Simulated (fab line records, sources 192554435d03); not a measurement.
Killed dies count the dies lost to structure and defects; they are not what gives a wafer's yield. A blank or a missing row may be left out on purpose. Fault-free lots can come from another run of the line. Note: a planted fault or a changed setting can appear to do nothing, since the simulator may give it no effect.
Split-lot trial ; flow n5 finfet ; 39 wafers read across 7 lots, on a route 1938 steps long

## ABOUT THE SPLIT
At N5_SDB_HM_DEP_00 (deposits SiNx from SiH4/NH3/N2, target thk 40 nm, time 35.3 s), the setting target thk a was moved away from the recipe's 400 angstrom on 18 of the 39 wafers read, by -43.2% to +51.0%. All remaining wafers had this setting at the recipe value.

## FROM THE SPLIT TO THE READING: what the file shows between them, 4 steps
- N5_SDB_COAT_03: time 60 s, resist thk 100 nm
- N5_SDB_COAT_04: time 60 s, resist thk 18 nm
- N5_SDB_STRIP_19: strips in N2/H2
- N5_SDB_STRIP_21: strips in CF4

## THE READING
etch.depth nm (the simulator's own value, which no gauge read), in nm, at N5_SDB_HM_OPEN_20 (chemistry CH3F/O2, target SiNx, stops on poly-Si, target depth 24 nm). There is no usual value for it anywhere in the file. Across the 21 wafers here that went through the recipe, the average is 23.933 nm and the standard deviation 0.42 nm.

wafer;tool, chamber at the split;target thk a as run, angstrom;against the recipe;etch.depth nm, nm;against lot-mates on the recipe
L079.2;pecvd-02, 1,0;400;recipe;23.85;-
L079.3;pecvd-02, 1,0;400;recipe;23.89;-
L079.6;pecvd-02, 0;400;recipe;24.29;-
L080.1;pecvd-02, 0;473.8;+18.5%;30.5;+6.870
L080.2;pecvd-02, 2;400;recipe;23.09;-
L080.3;pecvd-02, 1;400;recipe;23.55;-
L080.4;pecvd-02, 1;400;recipe;24.25;-
L080.5;pecvd-02, 0;473.8;+18.5%;31.2;+7.570
L080.6;pecvd-02, 2;473.8;+18.5%;31.41;+7.780
L082.1;pecvd-02, 2;400;recipe;23.39;-
L082.2;pecvd-02, 0;227.3;-43.2%;6.488;-17.389
L082.3;pecvd-02, 1;400;recipe;24.05;-
L082.4;pecvd-02, 0;227.3;-43.2%;6.677;-17.200
L082.5;pecvd-02, 1;227.3;-43.2%;6.969;-16.908
L082.6;pecvd-02, 2;400;recipe;24.19;-
L083.1;pecvd-02, 1,0;515.2;+28.8%;33.19;+9.067
L083.2;pecvd-02, 2;400;recipe;23.76;-
L083.3;pecvd-02, 1,0;515.2;+28.8%;33.55;+9.427
L083.4;pecvd-02, 2;400;recipe;24.11;-
L083.5;pecvd-02, 1;515.2;+28.8%;33.6;+9.477
L083.6;pecvd-02, 0;400;recipe;24.5;-
L084.1;pecvd-03, 0;604.1;+51.0%;34.32;+10.117
L084.2;pecvd-03, 2;400;recipe;23.83;-
L084.3;pecvd-03, 1;604.1;+51.0%;33.24;+9.037
L084.4;pecvd-03, 1;400;recipe;24.07;-
L084.5;pecvd-03, 0;604.1;+51.0%;33.29;+9.087
L084.6;pecvd-03, 2;400;recipe;24.71;-
L094.1;pecvd-01, 2;309.5;-22.6%;14.74;-9.283
L094.2;pecvd-01, 1;400;recipe;23.74;-
L094.3;pecvd-01, 0;309.5;-22.6%;14.58;-9.443
L094.4;pecvd-01, 0,1;400;recipe;24.13;-
L094.5;pecvd-01, 0,1;400;recipe;24.2;-
L094.6;pecvd-01, 2;309.5;-22.6%;14.99;-9.033
L096.1;pecvd-01, 0;271.5;-32.1%;10.51;-13.153
L096.2;pecvd-01, 1;400;recipe;22.99;-
L096.3;pecvd-01, 0;271.5;-32.1%;10.92;-12.743
L096.4;pecvd-01, 1;271.5;-32.1%;10.72;-12.943
L096.5;pecvd-01, 0;400;recipe;24.29;-
L096.6;pecvd-01, 1;400;recipe;23.71;-
If several chambers appear in one row, that row covers several wafers at once and the file leaves open which wafer was in which chamber.

FIT RESULTS
A straight line over all 39 wafers: etch.depth nm changes by +0.317 nm for each +1% of target thk a; r = +0.96; the points scatter about the line by 2.2 nm.
The same after taking each lot's own level away (the mean of its wafers on the recipe; 39 wafers): +0.314 nm for each +1%; r = +0.96; scatter 2.2 nm.
According to that fit, moving target thk a by its largest amount changes the reading by 16 nm.
Across the lots, their own levels run from 23.6300 to 24.2033 nm, a range of 1.4 times the standard deviation given above.
Hence the lot-to-lot level has little effect on the slope; both slopes agree.
Check: with one of the wafers moved furthest among these (+51.0%) left out of the fit, the line predicts +15.8 nm for it against its lot-mates. It came out at +10.1 nm against them.

## THE OTHER SPLITS THESE WAFERS WENT THROUGH
Before the reading, these wafers also passed through other splits. Each is held against what the fit with the lots' levels taken away leaves over:
other split on the same wafers;wafers away from the commonest value;r with etch.depth nm (lot level and that fit taken away)
N5_ZERO_LAYER_DEVELOP_10 develop time s;15;+0.21
N5_FIN_SAQP_PECVD_48 time s;12;+0.19
N5_SD_EPI_N_ETCH_45 target depth a;15;+0.07

## THE WHOLE CHAIN: every reading that the file lists as answering this split, in the file's order
step;what it does;reading;change (the file's fit);r (the file's)
N5_SDB_HM_DEP_00;deposits SiNx from SiH4/NH3/N2, target thk 40 nm, time 35.3 s;SiNx_of_SDB_HM_DEP_00.thk nm (the simulator's own value, which no gauge read);+0.399 nm for each +1% of the setting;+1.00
N5_SDB_HM_OPEN_20;chemistry CH3F/O2, target SiNx, stops on poly-Si, target depth 24 nm;etch.depth nm (the simulator's own value, which no gauge read);+0.314 nm for each +1% of the setting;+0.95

## FILE'S OWN FIT
etch.depth nm changes by +0.314 nm for each +1% of target thk a, r = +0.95.
